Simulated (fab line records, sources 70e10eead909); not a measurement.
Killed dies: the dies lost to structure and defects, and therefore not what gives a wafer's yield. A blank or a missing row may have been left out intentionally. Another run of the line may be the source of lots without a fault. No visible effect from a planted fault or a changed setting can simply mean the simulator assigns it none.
Matching of chambers -- flow nand_harc -- NHARC_A_M1_STRIP_18 on rie_diel-04: 4 sister chambers
The step strips in N2/H2. 18 wafers are shown with their chamber, then 9 later ones without.

WAFERS, EACH WITH ITS CHAMBER
wafer,chamber,showerhead_plenum_p_Torr (Torr),drypump_motor_current_A (A),rf_vpp_V (V)
L074.2,0,2.14,5.4,90.9
L074.4,3,1.98,6.7,90.0
L074.5,1,2.05,5.4,90.7
L079.1,0,2.14,5.5,90.8
L079.3,3,1.98,6.6,91.4
L079.4,1,2.05,5.4,91.8
L081.3,3,1.98,6.7,91.5
L081.5,2,2.20,6.3,91.8
L081.6,1,2.05,5.4,91.3
L083.2,0,2.14,5.4,89.2
L083.3,1,2.05,5.4,88.0
L083.4,2,2.20,6.3,90.2
L085.1,2,2.19,6.3,92.2
L085.4,3,1.97,6.7,90.9
L085.6,2,2.20,6.3,92.6
L088.2,0,2.14,5.5,90.8
L088.3,2,2.19,6.3,91.7
L088.5,3,1.97,6.6,90.1

SIGNATURES (means of the wafers above)
reading,chamber 0,chamber 1,chamber 2,chamber 3,scatter within a chamber
showerhead_plenum_p_Torr,2.1400,2.0500,2.1960,1.9760,0.00414
drypump_motor_current_A,5.450,5.400,6.300,6.660,0.0396
rf_vpp_V,90.425,90.450,91.700,90.780,1.07
Rule: a wafer lies at a distance from a chamber equal to the root of the sum of squares, over the readings, of (its reading less the chamber's mean, divided by the reading's scatter). If the next closest chamber is less than 2 further off than the closest, the wafer can't be placed; otherwise it belongs to the closest. The scatter: the root of (the sum of the squares of (reading less its chamber's mean) over the shown wafers, divided by (wafers less chambers)).

WAFERS WHOSE CHAMBER IS MISSING
wafer,showerhead_plenum_p_Torr (Torr),drypump_motor_current_A (A),rf_vpp_V (V)
L089.3,1.97,6.7,91.7
L089.5,2.19,6.3,91.6
L089.6,1.97,6.7,90.2
L093.1,2.13,5.4,91.2
L093.2,1.97,6.7,91.8
L093.5,1.97,6.7,90.4
L097.1,1.97,6.7,90.3
L097.3,2.13,5.5,90.5
L097.5,1.97,6.7,90.8

CHAMBER TAKEN BY EACH
wafer,from the rows above,in truth
L089.3,3,3
L089.5,2,2
L089.6,3,3
L093.1,0,0
L093.2,3,3
L093.5,3,3
L097.1,3,3
L097.3,0,0
L097.5,3,3
9 of 9 placed correctly. Can't be placed from these rows: 0. Wrongly placed: 0.
